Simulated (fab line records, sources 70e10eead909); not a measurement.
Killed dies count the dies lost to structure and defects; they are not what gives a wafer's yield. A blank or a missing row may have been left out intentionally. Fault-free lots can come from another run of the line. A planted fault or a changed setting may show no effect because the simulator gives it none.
Problem report in the 8D (eight disciplines) form, filled by code || flow nand_harc || the parts of the form that need people (team, actions taken, sign-off) are left out

== 1. WHAT IS WRONG ==
At NHARC_END_SORT_01, killed_at_array averages 138 over 4 wafers from 2 lots, while fault-free wafers read 54, standard deviation 12. That is +7.0 standard deviations from the usual mean.
First seen on wafer L576.1, day 26 22:44, on prober-01. The record has a number at this step for 6 wafers belonging to 2 lots. Rule for "out" (also "out of limits"): further than 4 standard deviations from the usual mean. The other wafers with a number count as sound.

== 2. WHAT IT IS; WHAT IT IS NOT ==
{"question": "which readings at this step", "is": "killed_at_array, killed_dies", "is not": "killed_at_other, killed_at_periphery, killed_open, killed_short"}
{"question": "which lots", "is": "L576, L577", "is not": "-"}
{"question": "which wafers of those lots", "is": "L576.1, L576.3, L576.5, L577.4", "is not": "L577.2, L577.5"}
{"question": "read on which gauges", "is": "prober-01, prober-02", "is not": "-"}
{"question": "when", "is": "from day 26 22:44", "is not": "up to then (0 sound wafers); but 2 sound wafers of L577 came after"}

== 3. THE SUSPECTS, EACH WITH WHAT RULES IT OUT ==
Counting: any tool at a process step up to the reading remains a suspect provided it ran every lot that is out. Sound lots after the first of them don't rule it out here, since some wafers of a struck lot are sound.
- ruled out: the gauge at NHARC_END_SORT_01. Those wafers that are out were read across 2 gauges (prober-01, prober-02).
- har_cap_etch-02 at NHARC_A_CONTACT_ETCH_125 (etches the open film in C4F8/O2/Ar, time 197 s, target depth 1918 nm): kept. It ran every lot that is out, first L576 (day 24 14:22).
- At NHARC_A_CONTACT_ETCH_125 on har_cap_etch-02, chamber 1 took the sound wafers of the same lots and chamber 0 took the wafers that are out.
Left after counting: har_cap_etch-02 at NHARC_A_CONTACT_ETCH_125.

== 4. THE CAUSE (what the simulator had put in) ==
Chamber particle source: har_cap_etch-02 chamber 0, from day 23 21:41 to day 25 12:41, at NHARC_A_CONTACT_ETCH_125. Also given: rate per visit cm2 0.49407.
After counting, this tool was the only one left.

== 5. SEQUENCE OF EFFECTS, ordered by route ==
Rows list readings where the struck wafers' mean (over those with a number) sits beyond 3 standard deviations from the usual. Only readings for which the record gives a usual standard deviation are gone through. hours: the time from each lot's start at the first step in this table that gives one to its start at this step, as a median over the lots. sigmas: the change in usual standard deviations.
{"hours": 0, "step": "NHARC_END_SORT_01", "reading": "killed_at_array", "usual": 54, "on struck wafers": 138, "change": "+84", "sigmas": "+7.0"}
{"hours": 0, "step": "NHARC_END_SORT_01", "reading": "killed_dies", "usual": 59, "on struck wafers": 144, "change": "+84", "sigmas": "+6.5"}

== 6. HOW IT WOULD HAVE BEEN CAUGHT EARLIER ==
In this record the first reading out of limits at a measuring or inspecting step was taken at day 26 22:44, 73 hours after the fault began at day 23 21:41.
All the lots that are out (2) had begun NHARC_A_CONTACT_ETCH_125 on har_cap_etch-02 by day 26 22:44. None of them would have been spared by holding the tool at that moment.
